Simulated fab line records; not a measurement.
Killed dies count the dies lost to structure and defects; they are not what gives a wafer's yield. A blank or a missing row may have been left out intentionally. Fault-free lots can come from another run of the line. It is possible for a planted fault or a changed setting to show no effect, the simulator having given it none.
Chamber matching / flow nand harc / cmp-01 running NHARC_P_CONTACT_CMP_24: 4 sister chambers
The step polishes, t overpolish 30 s, target thk 200 nm. 20 wafers are shown with their chamber, then 10 later ones without.

== WAFERS PAIRED WITH THEIR CHAMBERS ==
wafer=L075.3; chamber=1; motor current A (A)=14.0; time to endpoint s (s)=39; slurry flow ml min=149.8
wafer=L075.4; chamber=2; motor current A (A)=11.1; time to endpoint s (s)=36; slurry flow ml min=150.1
wafer=L075.5; chamber=1; motor current A (A)=13.3; time to endpoint s (s)=40; slurry flow ml min=149.8
wafer=L076.3; chamber=3; motor current A (A)=12.2; time to endpoint s (s)=41; slurry flow ml min=149.9
wafer=L076.4; chamber=1; motor current A (A)=13.9; time to endpoint s (s)=41; slurry flow ml min=150.7
wafer=L076.5; chamber=2; motor current A (A)=10.9; time to endpoint s (s)=37; slurry flow ml min=150.3
wafer=L077.1; chamber=2; motor current A (A)=10.4; time to endpoint s (s)=36; slurry flow ml min=150.1
wafer=L077.4; chamber=3; motor current A (A)=12.4; time to endpoint s (s)=38; slurry flow ml min=149.0
wafer=L077.5; chamber=2; motor current A (A)=11.1; time to endpoint s (s)=39; slurry flow ml min=150.0
wafer=L078.2; chamber=1; motor current A (A)=13.9; time to endpoint s (s)=39; slurry flow ml min=150.3
wafer=L078.3; chamber=0; motor current A (A)=12.4; time to endpoint s (s)=34; slurry flow ml min=150.7
wafer=L078.4; chamber=3; motor current A (A)=11.6; time to endpoint s (s)=43; slurry flow ml min=150.2
wafer=L079.1; chamber=1; motor current A (A)=14.0; time to endpoint s (s)=38; slurry flow ml min=149.7
wafer=L079.4; chamber=2; motor current A (A)=10.8; time to endpoint s (s)=39; slurry flow ml min=151.2
wafer=L079.5; chamber=1; motor current A (A)=14.1; time to endpoint s (s)=42; slurry flow ml min=149.7
wafer=L083.1; chamber=1; motor current A (A)=14.4; time to endpoint s (s)=39; slurry flow ml min=150.5
wafer=L083.2; chamber=2; motor current A (A)=11.4; time to endpoint s (s)=38; slurry flow ml min=150.3
wafer=L083.6; chamber=3; motor current A (A)=11.5; time to endpoint s (s)=40; slurry flow ml min=149.4
wafer=L085.1; chamber=3; motor current A (A)=12.3; time to endpoint s (s)=38; slurry flow ml min=150.2
wafer=L085.4; chamber=1; motor current A (A)=13.9; time to endpoint s (s)=40; slurry flow ml min=150.6

SIGNATURES (averages over the wafers above)
reading=motor current A; chamber 0=12.400; chamber 1=13.938; chamber 2=10.950; chamber 3=12.000; scatter within a chamber=0.348
reading=time to endpoint s; chamber 0=34.00; chamber 1=39.75; chamber 2=37.50; chamber 3=40.00; scatter within a chamber=1.56
reading=slurry flow ml min; chamber 0=150.700; chamber 1=150.137; chamber 2=150.333; chamber 3=149.740; scatter within a chamber=0.46
Rule: a wafer lies at a distance from a chamber equal to the root of the sum of squares, over the readings, of (its reading less the chamber's mean, divided by the reading's scatter). The wafer belongs to the nearest chamber; if the next one is less than 2 further off, it can't be placed. The scatter is the square root of a quotient: the sum, over the shown wafers, of each reading's squared deviation from its chamber's mean, divided by wafers minus chambers.

== WAFERS WHOSE CHAMBER IS MISSING ==
wafer=L085.6; motor current A (A)=11.7; time to endpoint s (s)=38; slurry flow ml min=150.3
wafer=L087.3; motor current A (A)=11.5; time to endpoint s (s)=36; slurry flow ml min=150.4
wafer=L087.4; motor current A (A)=10.8; time to endpoint s (s)=39; slurry flow ml min=150.0
wafer=L087.5; motor current A (A)=11.4; time to endpoint s (s)=41; slurry flow ml min=149.8
wafer=L092.1; motor current A (A)=11.3; time to endpoint s (s)=45; slurry flow ml min=150.4
wafer=L092.4; motor current A (A)=11.7; time to endpoint s (s)=39; slurry flow ml min=149.6
wafer=L092.6; motor current A (A)=10.6; time to endpoint s (s)=39; slurry flow ml min=149.6
wafer=L094.1; motor current A (A)=12.5; time to endpoint s (s)=42; slurry flow ml min=149.8
wafer=L094.2; motor current A (A)=11.3; time to endpoint s (s)=36; slurry flow ml min=150.6
wafer=L094.5; motor current A (A)=11.6; time to endpoint s (s)=38; slurry flow ml min=149.1

== EACH ONE'S CHAMBER ==
wafer=L085.6; from the rows above=can't be placed: 3 or 2 or 0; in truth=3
wafer=L087.3; from the rows above=can't be placed: 2 or 0 or 3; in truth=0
wafer=L087.4; from the rows above=2; in truth=2
wafer=L087.5; from the rows above=can't be placed: 3 or 2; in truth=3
wafer=L092.1; from the rows above=can't be placed: 3 or 2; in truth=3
wafer=L092.4; from the rows above=can't be placed: 3 or 2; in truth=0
wafer=L092.6; from the rows above=can't be placed: 2 or 3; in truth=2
wafer=L094.1; from the rows above=3; in truth=3
wafer=L094.2; from the rows above=can't be placed: 2 or 0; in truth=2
wafer=L094.5; from the rows above=can't be placed: 3 or 2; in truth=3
2 of 10 placed correctly. Can't be placed from these rows: 8 (the true chamber is among the candidates in 7). Number placed wrongly: 0.
